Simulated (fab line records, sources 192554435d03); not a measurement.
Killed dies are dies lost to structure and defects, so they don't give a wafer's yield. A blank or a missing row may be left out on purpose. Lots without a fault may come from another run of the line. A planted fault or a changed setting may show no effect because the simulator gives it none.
fab line records | flow n5_finfet
record lots=7 wafers=39
route steps=1938 shown ZERO_LAYER@11 FIN_SAQP@96 SD_EPI_N@279 HKMG_FIN@433 MOL_CONTACT_COAG@616 BEOL_M2@908 BEOL_M3@980 BEOL_M6@1230 BEOL_M8@1389 BEOL_M11@1552 BEOL_M13@1705 MIM_BOT_LITHO@1860 PASSIVATION@1936
start_h: hours from the record's first day to the start of the lot's first wafer shown | wait_h: hours since the lot's step before | " the same as in the row above | L1.1+2: a row that stands for several wafers | - no value, or no start given | * or withheld: withheld | < > ~ a bound
route shown NAME@n: a module of which the file shows steps, and the number in the route of the first | usual: mean/standard deviation of fault-free wafers | same: alike in all rows | chamber/n: place in a boat | sites: the reading at each site | _std_site: their standard deviation | _edge_site: outer sites' mean less inner sites' | radius_mm: how far each site lies from the wafer's centre | mask NAME#n: copy n | behind: the tool/chamber that last shaped the wafer | hold: why the lot was held/for how many hours/how that ended | device: the transistor (n, p or np) that didn't switch | end of line: the same wafers' tests at the end of the route | a step without rows: its recipe alone | killed: dies lost to structure and defects at the first sort, not the wafer's yield | map: a wafer's dies, x killed, . not, _ none there
set.NAME: the setting as run; set.NAME@STEP: as run at that earlier step | model.NAME: the simulator's own value behind a step, which no gauge read
lots whose settings were changed on purpose; a table a step, a row a wafer
## steps
# step N5_ZERO_LAYER_DEVELOP_10
# recipe develop_time_s=60 rinse_liquid=diw dry=air_spin dev_temp_c=21
# step N5_FIN_SAQP_HM_DEP_03
# recipe material=SiNx target_thk_a=380 temp_c=400 precursor=SiH4/NH3/N2 pressure_torr=1.5 rf_w=300 time_s=33.6
# step N5_SD_EPI_N_ETCH_16
# recipe chemistry=CHF3/O2 target=SiO2 target_depth_a=50 mask_material=SOC pressure_mtorr=30 source_w=650 bias_w=170 Ar_flow_sccm=200 CHF3_flow_sccm=50 O2_flow_sccm=5 ion_energy_ev=200
# step N5_HKMG_FIN_DESCUM_17
# recipe chemistry=O2 time_s=7.9 source_power_w=50 bias_power_w=20 pressure_mtorr=20 rf_frequency_hz=2.712e+07 temp_c=40 resist=CAR-ArF o2_flow_sccm=225
# step N5_MOL_CONTACT_COAG_ETCH_124
# recipe chemistry=CH3F/O2 target=SiNx target_depth_a=65 mask_material=SOC stop_on=SiOC over_etch_frac=0.3 ion_energy_ev=120 pressure_mtorr=30 source_w=395 bias_w=73 Ar_flow_sccm=150 CH3F_flow_sccm=30 O2_flow_sccm=20 ends=end_point
# step N5_BEOL_M2_SPUTTER_81
# recipe material=Cu target_thk_a=45 temp_c=-20 chamber_pressure_pa=0.07 power_w=withheld time_s=8.29
# step N5_BEOL_M3_TRENCH_ETCH_37
# recipe chemistry=C4F6/O2 target_depth_a=555.55 target=SiOC time_s=29.2 ion_energy_ev=250 pressure_mtorr=30 source_w=355 bias_w=185 Ar_flow_sccm=300 C4F6_flow_sccm=10 O2_flow_sccm=10
# step N5_BEOL_M6_DESCUM_33
# recipe chemistry=O2 time_s=7 source_power_w=50 bias_power_w=20 pressure_mtorr=20 rf_frequency_hz=2.712e+07 temp_c=40 resist=CAR-EUV o2_flow_sccm=225
# step N5_BEOL_M8_ALD_77
# recipe material=TaN target_thk_a=20 temp_c=275 ald_precursor_family=PDMAT ald_co_reactant=NH3 pressure_torr=3 carrier_flow_sccm=1500 pulse_time_s=2 purge_time_s=3 co_reactant_purge_time_s=2 co_reactant_pulse_time_s=3 ald_cycles=40 precursor_vessel_temp_c=75 precursor_vessel_pressure_torr=26.25 precursor_vessel_carrier_sccm=1000
# step N5_BEOL_M11_DESCUM_16
# step N5_BEOL_M13_SPUTTER_43
# recipe material=TaN target_thk_a=150 temp_c=50 bias_v=168.6 power_w=15000 chamber_pressure_pa=0.12 time_s=24.19
# step N5_MIM_BOT_LITHO_DEVELOP_07
# step N5_PASSIVATION_PROBE_49
# usual defect_limited_yield=91.1/1.4 killed_at_contacts=12/6.1 killed_dies=105/17 sort_bin_5_function=5.2/0.97
# columns lot.wafer tool chamber start_h wait_h set.develop_time_s@ZERO_LAYER_DEVELOP_10 set.target_thk_a@FIN_SAQP_HM_DEP_03 set.target_depth_a@SD_EPI_N_ETCH_16 set.time_s@HKMG_FIN_DESCUM_17 set.target_depth_a@MOL_CONTACT_COAG_ETCH_124 set.target_thk_a@BEOL_M2_SPUTTER_81 set.time_s@BEOL_M3_TRENCH_ETCH_37 set.time_s@BEOL_M6_DESCUM_33 set.purge_time_s@BEOL_M8_ALD_77 set.time_s@BEOL_M11_DESCUM_16 set.time_s@BEOL_M13_SPUTTER_43 set.develop_time_s@MIM_BOT_LITHO_DEVELOP_07 defect_limited_yield[%] killed_at_contacts killed_dies sort_bin_5_function[%]
L077.1 prober-01 - 392.26 0.0 60 552.3 73.05 7.9 65 45 36.91 7 4.681 7.9 24.19 60 90.9 19 107 5.7
L077.2 prober-01 - 392.31 0.1 60 380 50 7.9 65 66.3 36.91 7 3 7.9 11.54 60 90.6 11 111 6.4
L077.3 prober-01 - 392.36 0.1 60 380 50 7.9 65 45 29.2 7 3 7.9 11.54 60 87.7 22 145 6.4
L077.4 prober-01 - 392.41 0.2 60 552.3 73.05 7.9 65 66.3 29.2 7 4.681 7.9 24.19 60 91.5 26 100 4.6
L077.5 prober-01 - 392.46 0.2 60 552.3 50 7.9 65 45 36.91 7 4.681 7.9 11.54 60 89.1 12 129 6.9
L077.6 prober-01 - 392.51 0.3 60 380 73.05 7.9 65 66.3 29.2 7 3 7.9 24.19 60 89.7 23 122 6.4
L079.1 prober-01 - 403.39 0.0 60 445.3 36.46 10.55 65 24.46 29.2 7 4.28 7.9 24.19 39.49 88.9 16 131 6.0
L079.2 prober-01 - 403.44 0.1 60 380 36.46 7.9 26.26 45 38.59 7 3 7.9 24.19 60 0 1102 1180 96.5
L079.3 prober-01 - 403.49 0.1 60 445.3 50 7.9 26.26 45 29.2 7 3 11.21 13.34 39.49 0 1069 1180 95.4
L079.4 prober-01 - 403.54 0.2 60 445.3 36.46 10.55 26.26 24.46 29.2 7 4.28 11.21 24.19 60 0 1089 1180 96.2
L079.5 prober-01 - 403.59 0.2 60 380 50 7.9 65 24.46 38.59 7 3 11.21 13.34 39.49 91.2 12 104 5.5
L079.6 prober-01 - 403.64 0.3 60 380 50 10.55 65 45 38.59 7 4.28 7.9 13.34 60 91.5 12 100 4.3
L081.1 prober-02 - 407.84 0.0 60 380 50 7.9 65 45 29.2 3.499 3 7.9 24.19 60 92.2 12 92 4.2
L081.2 prober-02 - 407.89 0.1 60 524.7 50 7.9 65 65.82 29.2 7 2.229 7.9 24.19 60 91.8 11 97 5.6
L081.3 prober-02 - 407.94 0.1 60 380 78.8 7.9 65 45 29.2 3.499 2.229 7.9 24.19 60 91.6 12 99 4.6
L081.4 prober-02 - 407.99 0.2 60 524.7 50 7.9 65 45 29.2 7 3 7.9 24.19 60 91.8 2 97 4.7
L081.5 prober-02 - 408.04 0.2 60 380 78.8 7.9 65 65.82 29.2 7 2.229 7.9 24.19 60 92.9 9 84 4.1
L081.6 prober-02 - 408.09 0.3 60 524.7 78.8 7.9 65 65.82 29.2 3.499 3 7.9 24.19 60 89.5 12 124 6.5
L086.3 prober-01 - 433.54 0.1 60 380 50 7.9 65 45 29.2 7 3 7.9 24.19 60 90.8 21 109 5.8
L086.4 prober-01 - 433.59 0.2 60 380 50 7.9 65 45 29.2 7 3 7.9 24.19 60 93.7 9 74 3.7
L086.6 prober-01 - 433.69 0.3 60 380 50 7.9 65 45 29.2 7 3 7.9 24.19 60 92.5 21 89 4.3
L087.1 prober-01 - 454.47 0.3 60 380 50 7.9 37.4 69.32 29.2 7 3 7.9 24.19 34.97 16.8 886 982 79.2
L087.2 prober-01 - 454.52 0.3 60 168.5 70.72 5.217 65 45 18.42 7 3 7.9 24.19 34.97 89.7 18 121 6.2
L087.3 prober-01 - 454.57 0.4 60 380 50 5.217 65 45 29.2 7 3 7.9 24.19 60 88.6 22 134 6.3
L087.4 prober-01 - 454.62 0.4 60 380 70.72 5.217 37.4 69.32 18.42 7 3 5.265 24.19 60 71.4 245 337 24.7
L087.5 prober-01 - 454.67 0.5 60 168.5 70.72 7.9 65 69.32 29.2 7 3 5.265 24.19 60 91.9 18 95 5.0
L087.6 prober-01 - 454.72 0.5 60 168.5 50 7.9 37.4 45 18.42 7 3 5.265 24.19 34.97 10.3 968 1059 85.5
L088.1 prober-02 - 462.14 0.0 41.55 380 50 11.95 65 45 29.2 7 2.157 7.9 16.22 60 89.3 4 126 5.3
L088.2 prober-02 - 462.19 0.1 60 380 50 7.9 65 70.35 37.88 7 3 7.9 24.19 60 91.3 3 103 4.6
L088.3 prober-02 - 462.24 0.1 60 380 35.85 7.9 65 45 29.2 7 3 7.9 24.19 38.86 90.0 9 118 6.5
L088.4 prober-02 - 462.29 0.2 41.55 380 35.85 7.9 65 45 37.88 4.88 2.157 7.9 16.22 60 90.0 8 118 6.4
L088.5 prober-02 - 462.34 0.2 41.55 380 35.85 11.95 65 70.35 37.88 4.88 2.157 7.9 24.19 38.86 86.6 8 158 8.6
L088.6 prober-02 - 462.39 0.3 60 380 50 11.95 65 70.35 29.2 4.88 3 7.9 16.22 38.86 91.4 6 102 5.6
L097.1 prober-01 - 510.06 0.0 79.36 448.2 61.91 7.9 65 45 29.2 7 4.352 11.76 31.08 69.43 91.9 8 95 4.5
L097.2 prober-01 - 510.11 0.1 60 380 61.91 7.9 94.46 31.08 29.2 5.401 4.352 11.76 24.19 69.43 93.0 9 83 3.8
L097.3 prober-01 - 510.16 0.1 79.36 448.2 61.91 7.9 65 31.08 45.84 7 3 11.76 24.19 60 92.9 8 84 4.2
L097.4 prober-01 - 510.21 0.2 60 448.2 50 7.9 94.46 45 45.84 7 4.352 7.9 31.08 60 93.0 14 83 4.2
L097.5 prober-01 - 510.26 0.2 79.36 380 50 7.9 94.46 45 29.2 5.401 3 7.9 31.08 69.43 89.7 14 121 6.1
L097.6 prober-01 - 510.31 0.3 60 380 50 7.9 65 31.08 45.84 5.401 3 7.9 24.19 60 93.2 8 80 3.7
# killed by level:class
L077.1 BEOL_M4:geometric_particle:open=16 MOL_CONTACT_COAG:geometric_particle:open=13 BEOL_M0_SAQP:geometric_particle:open=10 BEOL_M0_SAQP:geometric_particle:short=7 FIN_SAQP:geometric_particle:open=6 MOL_CONTACT_COAG:geometric_particle:short=6 BEOL_M1:geometric_particle:open=6 BEOL_M2:geometric_particle:open=6
L077.2 BEOL_M4:geometric_particle:open=17 BEOL_M3:geometric_particle:open=15 FIN_SAQP:geometric_particle:open=11 MOL_CONTACT_COAG:geometric_particle:open=8 BEOL_M0_SAQP:geometric_particle:open=7 STI_FIN_REVEAL:geometric_particle:open=6 DUMMY_GATE:geometric_particle:open=6 FIN_SAQP:geometric_particle:short=4
L077.3 MOL_CONTACT_COAG:geometric_particle:open=17 FIN_SAQP:geometric_particle:open=14 HKMG_FIN:area_etch=13 BEOL_M3:geometric_particle:open=12 BEOL_M0_SAQP:geometric_particle:short=11 FIN_SAQP:geometric_particle:short=8 STI_FIN_REVEAL:geometric_particle:open=7 GATE_CUT:geometric_particle:short=6
L077.4 MOL_CONTACT_COAG:geometric_particle:open=18 STI_FIN_REVEAL:geometric_particle:open=12 BEOL_M3:geometric_particle:open=11 MOL_CONTACT_COAG:geometric_particle:short=8 BEOL_M0_SAQP:geometric_particle:short=8 FIN_SAQP:geometric_particle:open=4 FIN_SAQP:geometric_particle:short=4 BEOL_M0_SAQP:geometric_particle:open=4
L077.5 BEOL_M0_SAQP:geometric_particle:short=12 BEOL_M0_SAQP:geometric_particle:open=12 BEOL_M4:geometric_particle:open=12 STI_FIN_REVEAL:geometric_particle:open=11 MOL_CONTACT_COAG:geometric_particle:open=9 FIN_SAQP:geometric_particle:open=7 BEOL_M3:geometric_particle:open=6 STARTING-WAFER:geometric_particle:open=6
L077.6 MOL_CONTACT_COAG:geometric_particle:open=15 BEOL_M3:geometric_particle:open=12 BEOL_M0_SAQP:geometric_particle:short=9 BEOL_M4:geometric_particle:open=9 MOL_CONTACT_COAG:geometric_particle:short=8 STI_FIN_REVEAL:geometric_particle:open=7 FIN_SAQP:geometric_particle:open=6 STI_FIN_REVEAL:geometric_particle:short=5
L079.1 FIN_SAQP:geometric_particle:open=24 MOL_CONTACT_COAG:geometric_particle:open=14 FIN_SAQP:geometric_particle:short=12 BEOL_M2:geometric_particle:open=9 BEOL_M0_SAQP:geometric_particle:open=7 ILD0:geometric_particle:short=5 BEOL_M5:geometric_particle:open=5 STARTING-WAFER:geometric_particle:open=4
L079.2 MOL_CONTACT_COAG:area_etch=1081 MOL_CONTACT_COAG:geometric_particle:open=16 FIN_SAQP:geometric_particle:open=10 FIN_SAQP:geometric_particle:short=9 BEOL_M1:geometric_particle:open=6 BEOL_M2:geometric_particle:open=6 BEOL_M4:geometric_particle:open=6 MOL_CONTACT_COAG:geometric_particle:short=5
L079.3 MOL_CONTACT_COAG:area_etch=1056 FIN_SAQP:geometric_particle:open=16 BEOL_M0_SAQP:geometric_particle:short=11 MOL_CONTACT_COAG:geometric_particle:open=10 BEOL_M0_SAQP:geometric_particle:open=9 BEOL_M4:geometric_particle:open=9 FIN_SAQP:geometric_particle:short=8 STI_FIN_REVEAL:geometric_particle:open=7
L079.4 MOL_CONTACT_COAG:area_etch=1078 FIN_SAQP:geometric_particle:open=15 BEOL_M0_SAQP:geometric_particle:short=12 MOL_CONTACT_COAG:geometric_particle:open=9 FIN_SAQP:geometric_particle:short=8 BEOL_M3:geometric_particle:open=8 BEOL_M0_SAQP:geometric_particle:open=6 BEOL_M4:geometric_particle:open=6
L079.5 FIN_SAQP:geometric_particle:open=29 FIN_SAQP:geometric_particle:short=10 MOL_CONTACT_COAG:geometric_particle:open=10 BEOL_M3:geometric_particle:short=5 BEOL_M3:geometric_particle:open=5 STARTING-WAFER:geometric_particle:short=5 ILD0:geometric_particle:short=4 ILD0:geometric_particle:open=3
L079.6 FIN_SAQP:geometric_particle:open=15 MOL_CONTACT_COAG:geometric_particle:open=10 BEOL_M1:geometric_particle:open=8 FIN_SAQP:geometric_particle:short=7 BEOL_M0_SAQP:geometric_particle:open=5 BEOL_M3:geometric_particle:short=5 BEOL_M4:geometric_particle:open=5 STI_FIN_REVEAL:geometric_particle:open=4
L081.1 MOL_CONTACT_COAG:geometric_particle:open=8 BEOL_M0_SAQP:geometric_particle:short=7 BEOL_M2:geometric_particle:open=7 BEOL_M3:geometric_particle:open=6 GATE_CUT:geometric_particle:short=6 BEOL_M0_SAQP:geometric_particle:open=5 BEOL_M4:geometric_particle:open=5 FIN_SAQP:geometric_particle:open=4
L081.2 BEOL_M0_SAQP:geometric_particle:open=13 MOL_CONTACT_COAG:geometric_particle:open=10 BEOL_M4:geometric_particle:open=9 BEOL_M0_SAQP:geometric_particle:short=8 BEOL_M2:geometric_particle:open=6 DUMMY_GATE:geometric_particle:open=5 FIN_SAQP:geometric_particle:short=4 BEOL_M1:geometric_particle:open=4
L081.3 BEOL_M0_SAQP:geometric_particle:short=17 MOL_CONTACT_COAG:geometric_particle:open=10 BEOL_M0_SAQP:geometric_particle:open=9 BEOL_M1:geometric_particle:open=7 BEOL_M3:geometric_particle:open=7 BEOL_M1:geometric_particle:short=5 BEOL_M2:geometric_particle:open=5 STI_FIN_REVEAL:geometric_particle:open=4
L081.4 BEOL_M2:geometric_particle:open=11 BEOL_M0_SAQP:geometric_particle:short=9 BEOL_M0_SAQP:geometric_particle:open=7 BEOL_M5:geometric_particle:open=6 FIN_SAQP:geometric_particle:open=6 BEOL_M0:geometric_particle:open=6 FIN_SAQP:geometric_particle:short=5 BEOL_M1:geometric_particle:open=5
L081.5 BEOL_M3:geometric_particle:open=10 MOL_CONTACT_COAG:geometric_particle:open=8 BEOL_M0_SAQP:geometric_particle:open=7 BEOL_M1:geometric_particle:open=7 STI_FIN_REVEAL:geometric_particle:open=5 BEOL_M0_SAQP:geometric_particle:short=5 FIN_SAQP:geometric_particle:open=4 STARTING-WAFER:geometric_particle:open=4
L081.6 BEOL_M2:geometric_particle:open=12 FIN_SAQP:geometric_particle:short=11 BEOL_M1:geometric_particle:open=10 MOL_CONTACT_COAG:geometric_particle:open=9 BEOL_M0_SAQP:geometric_particle:open=9 BEOL_M0_SAQP:geometric_particle:short=7 HKMG_FIN:area_etch=7 BEOL_M4:geometric_particle:open=6
L086.3 MOL_CONTACT_COAG:geometric_particle:open=15 STI_FIN_REVEAL:geometric_particle:open=14 BEOL_M4:geometric_particle:open=13 BEOL_M3:geometric_particle:open=11 BEOL_M0_SAQP:geometric_particle:short=7 GATE_CUT:geometric_particle:short=6 MOL_CONTACT_COAG:geometric_particle:short=6 BEOL_M2:geometric_particle:open=6
L086.4 BEOL_M3:geometric_particle:open=15 BEOL_M4:geometric_particle:open=9 MOL_CONTACT_COAG:geometric_particle:open=8 BEOL_M2:geometric_particle:open=8 BEOL_M3:geometric_particle:short=5 STARTING-WAFER:geometric_particle:open=4 FIN_SAQP:geometric_particle:open=2 FIN_SAQP:geometric_particle:short=2
L086.6 MOL_CONTACT_COAG:geometric_particle:open=14 BEOL_M3:geometric_particle:open=12 BEOL_M4:geometric_particle:open=8 MOL_CONTACT_COAG:geometric_particle:short=7 BEOL_M2:geometric_particle:open=7 STI_FIN_REVEAL:geometric_particle:open=4 BEOL_M1:geometric_particle:open=4 BEOL_M5:geometric_particle:open=4
L087.1 MOL_CONTACT_COAG:area_etch=859 MOL_CONTACT_COAG:geometric_particle:open=23 STI_FIN_REVEAL:geometric_particle:open=10 BEOL_M1:geometric_particle:open=10 BEOL_M0:geometric_particle:open=7 BEOL_M0_SAQP:geometric_particle:short=7 BEOL_M4:geometric_particle:open=7 BEOL_M3:geometric_particle:open=6
L087.2 MOL_CONTACT_COAG:geometric_particle:open=15 DUMMY_GATE:geometric_particle:open=12 BEOL_M4:geometric_particle:open=10 BEOL_M1:geometric_particle:open=8 BEOL_M0_SAQP:geometric_particle:open=8 BEOL_M3:geometric_particle:open=7 FIN_SAQP:geometric_particle:open=6 BEOL_M2:geometric_particle:open=6
L087.3 MOL_CONTACT_COAG:geometric_particle:open=18 BEOL_M4:geometric_particle:open=12 BEOL_M1:geometric_particle:open=10 BEOL_M2:geometric_particle:open=8 FIN_SAQP:geometric_particle:open=7 FIN_SAQP:geometric_particle:short=7 BEOL_M3:geometric_particle:open=6 STARTING-WAFER:geometric_particle:open=6
L087.4 MOL_CONTACT_COAG:area_etch=235 FIN_SAQP:geometric_particle:short=12 FIN_SAQP:geometric_particle:open=9 BEOL_M2:geometric_particle:open=8 BEOL_M0:geometric_particle:open=7 BEOL_M3:geometric_particle:open=7 MOL_CONTACT_COAG:geometric_particle:open=6 STI_FIN_REVEAL:geometric_particle:open=4
L087.5 MOL_CONTACT_COAG:geometric_particle:open=14 BEOL_M2:geometric_particle:open=14 BEOL_M1:geometric_particle:open=10 FIN_SAQP:geometric_particle:short=7 FIN_SAQP:geometric_particle:open=6 GATE_CUT:geometric_particle:open=5 STI_FIN_REVEAL:geometric_particle:open=4 MOL_CONTACT_COAG:geometric_particle:short=4
L087.6 MOL_CONTACT_COAG:area_etch=947 MOL_CONTACT_COAG:geometric_particle:open=20 BEOL_M2:geometric_particle:open=13 FIN_SAQP:geometric_particle:short=9 BEOL_M1:geometric_particle:open=9 BEOL_M4:geometric_particle:open=7 BEOL_M0_SAQP:geometric_particle:short=5 BEOL_M3:geometric_particle:open=5
L088.1 HKMG_FIN:area_etch=21 FIN_SAQP:geometric_particle:open=14 STI_FIN_REVEAL:geometric_particle:open=9 FIN_SAQP:geometric_particle:short=8 BEOL_M0_SAQP:geometric_particle:open=7 BEOL_M4:geometric_particle:open=7 STI_FIN_REVEAL:geometric_particle:short=5 BEOL_M2:geometric_particle:short=5
L088.2 BEOL_M4:geometric_particle:open=16 STI_FIN_REVEAL:geometric_particle:open=12 BEOL_M3:geometric_particle:open=12 FIN_SAQP:geometric_particle:short=8 HKMG_FIN:area_etch=8 FIN_SAQP:geometric_particle:open=6 BEOL_M4:geometric_particle:short=4 DUMMY_GATE:geometric_particle:open=3
L088.3 STI_FIN_REVEAL:geometric_particle:open=28 BEOL_M0_SAQP:geometric_particle:open=9 BEOL_M3:geometric_particle:open=9 MOL_CONTACT_COAG:geometric_particle:open=8 BEOL_M1:geometric_particle:open=7 BEOL_M0_SAQP:geometric_particle:short=6 BEOL_M7:geometric_particle:short=5 FIN_SAQP:geometric_particle:short=4
L088.4 STI_FIN_REVEAL:geometric_particle:open=19 BEOL_M3:geometric_particle:open=13 BEOL_M4:geometric_particle:open=12 BEOL_M2:geometric_particle:short=9 MOL_CONTACT_COAG:geometric_particle:open=7 FIN_SAQP:geometric_particle:short=6 BEOL_M1:geometric_particle:short=6 GATE_CUT:geometric_particle:short=5
L088.5 STI_FIN_REVEAL:geometric_particle:open=31 BEOL_M3:geometric_particle:open=17 BEOL_M4:geometric_particle:open=16 FIN_SAQP:geometric_particle:open=11 STI_FIN_REVEAL:geometric_particle:short=10 BEOL_M1:geometric_particle:open=8 MOL_CONTACT_COAG:geometric_particle:open=7 BEOL_M0_SAQP:geometric_particle:open=6
L088.6 STI_FIN_REVEAL:geometric_particle:open=13 BEOL_M3:geometric_particle:open=11 BEOL_M4:geometric_particle:open=11 BEOL_M3:geometric_particle:short=6 FIN_SAQP:geometric_particle:short=5 MOL_CONTACT_COAG:geometric_particle:open=5 BEOL_M0_SAQP:geometric_particle:short=5 BEOL_M8:geometric_particle:open=4
L097.1 STI_FIN_REVEAL:geometric_particle:open=11 GATE_CUT:geometric_particle:short=9 MOL_CONTACT_COAG:geometric_particle:open=7 BEOL_M4:geometric_particle:open=7 FIN_SAQP:geometric_particle:open=6 BEOL_M1:geometric_particle:open=5 BEOL_M0_SAQP:geometric_particle:open=4 BEOL_M2:geometric_particle:open=4
L097.2 BEOL_M2:geometric_particle:open=12 MOL_CONTACT_COAG:geometric_particle:open=8 BEOL_M0_SAQP:geometric_particle:open=8 FIN_SAQP:geometric_particle:short=5 STI_FIN_REVEAL:geometric_particle:open=5 STARTING-WAFER:geometric_particle:short=5 FIN_SAQP:geometric_particle:open=4 GATE_CUT:geometric_particle:short=4
L097.3 BEOL_M2:geometric_particle:open=9 MOL_CONTACT_COAG:geometric_particle:open=8 FIN_SAQP:geometric_particle:open=6 FIN_SAQP:geometric_particle:short=6 STARTING-WAFER:geometric_particle:open=6 BEOL_M4:geometric_particle:open=5 BEOL_M0_SAQP:geometric_particle:open=4 DUMMY_GATE:geometric_particle:open=3
L097.4 MOL_CONTACT_COAG:geometric_particle:open=13 BEOL_M0_SAQP:geometric_particle:open=10 STI_FIN_REVEAL:geometric_particle:open=7 BEOL_M2:geometric_particle:open=6 BEOL_M4:geometric_particle:open=5 DUMMY_GATE:geometric_particle:open=4 GATE_CUT:geometric_particle:short=4 BEOL_M0_SAQP:geometric_particle:short=4
L097.5 BEOL_M0_SAQP:geometric_particle:short=10 FIN_SAQP:geometric_particle:short=9 MOL_CONTACT_COAG:geometric_particle:open=8 STI_FIN_REVEAL:geometric_particle:open=7 FIN_SAQP:geometric_particle:open=6 MOL_CONTACT_COAG:geometric_particle:short=6 BEOL_M0:geometric_particle:open=5 BEOL_M2:geometric_particle:open=5
L097.6 STI_FIN_REVEAL:geometric_particle:open=7 MOL_CONTACT_COAG:geometric_particle:open=7 BEOL_M0_SAQP:geometric_particle:short=7 BEOL_M4:geometric_particle:open=7 BEOL_M2:geometric_particle:open=5 FIN_SAQP:geometric_particle:open=4 MIM_TOP:geometric_particle:open=4 PAD_METAL:geometric_particle:short=4
## key
split step=N5_ZERO_LAYER_DEVELOP_10 setting=develop_time_s stated_as=60
response none clear
split step=N5_FIN_SAQP_HM_DEP_03 setting=target_thk_a stated_as=380
response none clear
split step=N5_SD_EPI_N_ETCH_16 setting=target_depth_a stated_as=50
response none clear
split step=N5_HKMG_FIN_DESCUM_17 setting=time_s stated_as=7.9
response none clear
split step=N5_MOL_CONTACT_COAG_ETCH_124 setting=target_depth_a stated_as=65
response step=N5_PASSIVATION_PROBE_49 reading=killed_at_contacts slope=-12.4 per=1% together_with=all explained=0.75
response step=N5_PASSIVATION_PROBE_49 reading=sort_bin_5_function slope=-1.04 per=1% together_with=all explained=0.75
response step=N5_PASSIVATION_PROBE_49 reading=defect_limited_yield slope=+1.03 per=1% together_with=all explained=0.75
response step=N5_PASSIVATION_PROBE_49 reading=killed_dies slope=-12.2 per=1% together_with=all explained=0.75
split step=N5_BEOL_M2_SPUTTER_81 setting=target_thk_a stated_as=45
response none clear
split step=N5_BEOL_M3_TRENCH_ETCH_37 setting=time_s stated_as=29.2
response none clear
split step=N5_BEOL_M6_DESCUM_33 setting=time_s stated_as=7
response none clear
split step=N5_BEOL_M8_ALD_77 setting=purge_time_s stated_as=3
response none clear
split step=N5_BEOL_M11_DESCUM_16 setting=time_s stated_as=7.9
response none clear
split step=N5_BEOL_M13_SPUTTER_43 setting=time_s stated_as=24.19
response none clear
split step=N5_MIM_BOT_LITHO_DEVELOP_07 setting=develop_time_s stated_as=60
response none clear
